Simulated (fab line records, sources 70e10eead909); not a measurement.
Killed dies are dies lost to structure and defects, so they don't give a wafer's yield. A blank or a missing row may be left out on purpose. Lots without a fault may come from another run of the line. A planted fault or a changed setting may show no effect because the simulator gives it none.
fab line records | flow nand_harc
record lots=12 wafers=36 last_day=33
route steps=1302 shown P_STI@87 P_GATE@141
lots that met no fault: from a run of the same line without faults
start_h: hours from the record's first day to the start of the lot's first wafer shown | wait_h: hours since the lot's step before | " the same as in the row above | L1.1+2: a row that stands for several wafers | - no value, or no start given | * or withheld: withheld | < > ~ a bound
route shown NAME@n: a module of which the file shows steps, and the number in the route of the first | usual: mean/standard deviation of fault-free wafers | same: alike in all rows | chamber/n: place in a boat | sites: the reading at each site | _std_site: their standard deviation | _edge_site: outer sites' mean less inner sites' | radius_mm: how far each site lies from the wafer's centre | mask NAME#n: copy n | behind: the tool/chamber that last shaped the wafer | hold: why the lot was held/for how many hours/how that ended | device: the transistor (n, p or np) that didn't switch | end of line: the same wafers' tests at the end of the route | a step without rows: its recipe alone | killed: dies lost to structure and defects at the first sort, not the wafer's yield | map: a wafer's dies, x killed, . not, _ none there
set.NAME: the setting as run; set.NAME@STEP: as run at that earlier step | model.NAME: the simulator's own value behind a step, which no gauge read
steps of the route over a sample of lots; a table a step, a row a wafer
services: from which hour (start_h, from the record's first day; less than 0 if before it) a tool's chamber was out of use, for how many hours, and why
## steps
# step NHARC_P_STI_DESCUM_14
# recipe time_s=3 o2_flow_sccm=200 ar_flow_sccm=0 bias_power_w=0 chemistry=O2
# usual drypump_motor_current_A=5.93/0.25 oes_product_au=0.995/0.013 rf_vpp_V=57.6/0.93 showerhead_plenum_p_Torr=1.87/0.067 throttle_valve_pct=11.311/0.0094
# columns lot.wafer tool chamber start_h wait_h drypump_motor_current_A oes_product_au rf_hours_counter_h rf_vpp_V showerhead_plenum_p_Torr throttle_valve_pct
L435.1 rie_diel-03 0 44.93 - 5.69 1.012 9.2 55.4 1.82 11.320
L435.2 " 1 " " 6.65 1.003 9.8 55.8 1.95 11.307
L435.5 " 1 " " 6.64 1.001 - 57.6 1.95 11.304
L436.1 rie_diel-08 3 55.25 - 5.49 1.001 1.6 57.6 1.87 11.286
L436.2 " 1 " " 5.86 0.999 2.2 56.8 1.89 11.319
L436.5 " 3 " " 5.47 1.008 - 56.9 1.87 11.313
L439.4 rie_diel-09 2 85.08 - 6.03 1.003 6.6 56.5 1.87 11.326
L439.6 " 1 " " 5.69 0.999 - 58.1 2.02 11.315
L439.5 " 2 " " 6.05 1.008 - 57.5 1.87 11.318
L442.2 rie_diel-09 1 113.62 - 5.65 1.006 8.1 58.3 2.02 11.309
L442.4 " 2 " " 6.03 1.011 9.3 55.9 1.87 11.322
L442.5 " 1 " " 5.65 1.002 - 57.4 2.02 11.317
L443.2 rie_diel-09 2 124.69 - 6.05 1.011 9.5 57.8 1.87 11.319
L443.4 " 1 " " 5.68 1.005 8.3 59.5 2.02 11.314
L443.6 " 3 " " 6.09 1.006 - 58.4 1.85 11.291
L445.1 rie_diel-08 2 146.50 - 6.18 0.985 6.7 57.0 1.81 11.302
L445.2 " 3 " " 5.49 0.993 6.6 56.3 1.86 11.316
L445.3 " 0 " " 5.95 1.004 7.1 58.1 1.86 11.315
L447.4 rie_diel-08 0 163.08 - 5.94 1.001 8.1 56.8 1.85 11.296
L447.2 " 3 " " 5.50 0.993 7.5 56.6 1.86 11.314
L447.6 " 1 " " 5.86 0.992 - 56.8 1.89 11.316
L448.2 rie_diel-08 3 173.57 - 5.50 0.996 8.5 57.7 1.86 11.306
L448.1 " 0 " " 5.93 1.005 8.9 57.4 1.85 11.318
L448.6 " 2 " " 6.21 0.983 - 56.9 1.81 11.318
L449.3 rie_diel-03 0 182.95 - 5.72 0.986 6.0 57.5 1.82 11.286
L449.5 " 0 " " 5.70 0.988 - 56.9 1.82 11.295
L449.6 " 1 " " 6.64 0.985 - 58.3 1.95 11.309
L455.1 rie_diel-09 0 243.57 - 5.98 1.002 4.9 57.3 1.80 11.304
L455.4 " 1 " " 5.65 0.997 4.9 59.8 2.02 11.302
L455.5 " 2 " " 6.03 0.994 - 57.9 1.86 11.310
L456.4 rie_diel-09 1 253.70 - 5.68 1.008 4.9 58.8 2.02 11.328
L456.1 " 2 " " 6.02 0.979 4.2 57.2 1.86 11.290
L456.5 " 0 " " 6.00 0.993 - 57.1 1.80 11.311
L458.4 rie_diel-08 3 274.43 - 5.50 0.989 3.6 57.5 1.86 11.312
L458.3 " 0 " " 5.93 0.983 3.9 57.7 1.85 11.304
L458.1 " 1 " " 5.85 0.985 3.5 57.9 1.89 11.320
# step NHARC_P_STI_CD_MEAS_16
# usual cd_nm=198/4.1
# columns lot.wafer tool chamber start_h wait_h cd_nm
L435.1 cd_sem-03 - 45.37 - 195
L435.2 " - " " 193
L435.5 " - " " 194
L436.1 cd_sem-02 - 55.70 - 201
L436.2 " - " " 196
L436.5 " - " " 201
L439.4 cd_sem-01 - 85.52 - 199
L439.5 " - " " 199
L439.6 " - " " 205
L442.2 cd_sem-03 - 114.06 - 199
L442.4 " - " " 198
L442.5 " - " " 193
L443.2 cd_sem-03 - 125.13 - 201
L443.4 " - " " 198
L443.6 " - " " 197
L445.1 cd_sem-02 - 146.95 - 192
L445.2 " - " " 194
L445.3 " - " " 196
L447.2 cd_sem-01 - 163.52 - 201
L447.4 " - " " 203
L447.6 " - " " 199
L448.1 cd_sem-01 - 173.99 - 198
L448.2 " - " " 195
L448.6 " - " " 195
L449.3 cd_sem-03 - 183.39 - 197
L449.5 " - " " 195
L449.6 " - " " 200
L455.1 cd_sem-02 - 243.99 - 204
L455.4 " - " " 206
L455.5 " - " " 206
L456.1 cd_sem-03 - 254.14 - 195
L456.4 " - " " 201
L456.5 " - " " 197
L458.1 cd_sem-02 - 274.87 - 201
L458.3 " - " " 197
L458.4 " - " " 205
# step NHARC_P_GATE_CD_MEAS_26
# recipe target_cd_nm=120 landing_energy_ev=500
# usual cd_nm=119.2/0.61
# columns lot.wafer tool chamber start_h wait_h cd_nm
L435.1 cd_sem-03 0 99.18 - 118.7
L435.2 " 0 " " 119.9
L435.5 " 0 " " 119.6
L436.1 cd_sem-01 0 104.61 - 119.2
L436.2 " 0 " " 119.1
L436.5 " 0 " " 120.8
L439.4 cd_sem-02 0 137.45 - 119.5
L439.5 " 0 " " 118.9
L439.6 " 0 " " 119.3
L442.2 cd_sem-01 0 171.72 - 118.1
L442.4 " 0 " " 118.7
L442.5 " 0 " " 118.9
L443.2 cd_sem-02 0 176.93 - 119.9
L443.4 " 0 " " 120.2
L443.6 " 0 " " 118.5
L445.1 cd_sem-01 0 199.22 - 119.7
L445.2 " 0 " " 120.2
L445.3 " 0 " " 119.6
L447.2 cd_sem-01 0 211.58 - 119.1
L447.4 " 0 " " 118.9
L447.6 " 0 " " 118.7
L448.1 cd_sem-02 0 226.00 - 119.3
L448.2 " 0 " " 119.2
L448.6 " 0 " " 119.5
L449.3 cd_sem-02 0 245.27 - 119.7
L449.5 " 0 " " 118.9
L449.6 " 0 " " 118.5
L455.1 cd_sem-01 0 302.22 - 118.7
L455.4 " 0 " " 118.5
L455.5 " 0 " " 118.1
L456.1 cd_sem-01 0 306.17 - 119.1
L456.4 " 0 " " 120.3
L456.5 " 0 " " 120.2
L458.1 cd_sem-02 0 328.51 - 119.5
L458.3 " 0 " " 119.3
L458.4 " 0 " " 118.9
# step NHARC_P_GATE_EXPOSE_43
# recipe na=0.6 target_cd_nm=720 dose_mj=14.81 mask_id=P_NSD
# usual exposure_dose_mJ_cm2=14.812/0.015
# columns lot.wafer tool chamber start_h wait_h mask exposure_dose_mJ_cm2
L435.1 krf_scanner-04 0 113.15 - P_NSD#0 14.855
L435.2 " 0 " " P_NSD#0 14.821
L435.5 " 0 " " P_NSD#0 14.826
L436.1 krf_scanner-04 0 116.37 - P_NSD#0 14.801
L436.2 " 0 " " P_NSD#0 14.825
L436.5 " 0 " " P_NSD#0 14.822
L439.4 krf_scanner-03 0 151.56 - P_NSD#0 14.810
L439.5 " 0 " " P_NSD#0 14.812
L439.6 " 0 " " P_NSD#0 14.792
L442.2 krf_scanner-03 0 183.89 - P_NSD#0 14.806
L442.4 " 0 " " P_NSD#0 14.807
L442.5 " 0 " " P_NSD#0 14.804
L443.2 krf_scanner-03 0 188.71 - P_NSD#0 14.840
L443.4 " 0 " " P_NSD#0 14.815
L443.6 " 0 " " P_NSD#0 14.831
L445.1 krf_scanner-04 0 211.22 - P_NSD#0 14.782
L445.2 " 0 " " P_NSD#0 14.802
L445.3 " 0 " " P_NSD#0 14.810
L447.2 krf_scanner-04 0 226.57 - P_NSD#0 14.828
L447.4 " 0 " " P_NSD#0 14.823
L447.6 " 0 " " P_NSD#0 14.811
L448.1 krf_scanner-04 0 237.73 - P_NSD#0 12.922
L448.2 " 0 " " P_NSD#0 12.924
L448.6 " 0 " " P_NSD#0 12.932
L449.3 krf_scanner-04 0 259.30 - P_NSD#0 12.903
L449.5 " 0 " " P_NSD#0 12.922
L449.6 " 0 " " P_NSD#0 12.942
L455.1 krf_scanner-03 0 314.06 - P_NSD#0 14.798
L455.4 " 0 " " P_NSD#0 14.813
L455.5 " 0 " " P_NSD#0 14.821
L456.1 krf_scanner-02 0 317.95 - P_NSD#0 14.798
L456.4 " 0 " " P_NSD#0 14.776
L456.5 " 0 " " P_NSD#0 14.800
L458.1 krf_scanner-03 0 340.26 - P_NSD#0 14.822
L458.3 " 0 " " P_NSD#0 14.812
L458.4 " 0 " " P_NSD#0 14.824
# step NHARC_P_GATE_CD_MEAS_46
# recipe target_cd_nm=720 landing_energy_ev=500
# usual cd_nm=719.9/2.7
# columns lot.wafer tool chamber start_h wait_h cd_nm
L435.1 cd_sem-03 0 113.31 - 714.7
L435.2 " 0 " " 720.7
L435.5 " 0 " " 717.4
L436.1 cd_sem-01 0 116.52 - 717.5
L436.2 " 0 " " 720.3
L436.5 " 0 " " 717.2
L439.4 cd_sem-02 0 151.71 - 722.6
L439.5 " 0 " " 718.1
L439.6 " 0 " " 719.6
L442.2 cd_sem-01 0 184.04 - 722.1
L442.4 " 0 " " 722.0
L442.5 " 0 " " 722.0
L443.2 cd_sem-03 0 188.86 - 718.0
L443.4 " 0 " " 719.1
L443.6 " 0 " " 718.4
L445.1 cd_sem-01 0 211.38 - 720.7
L445.2 " 0 " " 722.0
L445.3 " 0 " " 722.4
L447.2 cd_sem-02 0 226.73 - 723.0
L447.4 " 0 " " 719.7
L447.6 " 0 " " 719.2
L448.1 cd_sem-01 0 237.88 - 692.9
L448.2 " 0 " " 696.0
L448.6 " 0 " " 696.9
L449.3 cd_sem-02 0 259.46 - 691.5
L449.5 " 0 " " 696.3
L449.6 " 0 " " 694.0
L455.1 cd_sem-03 0 314.21 - 720.3
L455.4 " 0 " " 720.2
L455.5 " 0 " " 722.2
L456.1 cd_sem-02 0 318.11 - 720.9
L456.4 " 0 " " 717.5
L456.5 " 0 " " 714.2
L458.1 cd_sem-02 0 340.43 - 721.6
L458.3 " 0 " " 723.0
L458.4 " 0 " " 721.6
## services
# columns tool chamber start_h hours kind
rie_diel-03 3 34.67 5.9 repair
krf_scanner-03 - 47.83 1.1 repair
krf_scanner-04 - 48.81 7.1 repair
krf_scanner-03 - 52.00 4.0 pm
rie_diel-03 2 53.98 1.5 repair
rie_diel-08 2 60.25 4.3 repair
rie_diel-03 - 75.65 0.3 repair
rie_diel-09 0 90.63 2.4 repair
krf_scanner-03 - 99.35 0.7 repair
rie_diel-09 1 101.01 3.8 repair
rie_diel-08 1 109.45 2.5 repair
rie_diel-09 - 143.10 9.0 pm
krf_scanner-03 - 156.04 1.1 repair
krf_scanner-04 - 182.00 4.0 pm
rie_diel-08 - 190.85 9.0 pm
krf_scanner-03 - 224.00 4.0 pm
krf_scanner-04 - 225.63 0.8 repair
rie_diel-09 2 229.26 5.5 repair
krf_scanner-04 - 266.26 2.8 repair
rie_diel-09 2 295.44 3.9 repair
krf_scanner-03 - 297.07 5.8 repair
krf_scanner-03 - 306.60 0.2 repair
rie_diel-09 - 320.31 9.0 pm
krf_scanner-04 - 322.68 0.3 repair
## key
first_sign step=NHARC_P_GATE_EXPOSE_43 reading=exposure_dose_mJ_cm2 direction=down sigmas=99+ usual=14.812 struck=12.924
effect step=NHARC_P_GATE_CD_MEAS_46 reading=cd_nm direction=down sigmas=9.4 usual=719.9 struck=694.6
met_at NHARC_P_GATE_EXPOSE_43
struck_lots L448,L449
tester_left_out L448,L449
not_acting_at NHARC_P_STI_DESCUM_14,NHARC_P_STI_CD_MEAS_16,NHARC_P_GATE_CD_MEAS_26
onset_between 226.57 237.73
fault kind=process_parameter_drift tool=krf_scanner-04 chamber=- onset_h=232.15 steps=NHARC_P_GATE_EXPOSE_43 channel=dose_mj offset=-1.8843 shape=step acts_in=these_recipes_only stated=14.81
# tester_left_out: of these lots the tester's yield and bins aren't shown, on N5 and GAA mostly nor the transistor test; their killed dies are dies lost to structure and defects alone, not to doping, threshold or leakage, so they don't give the yield
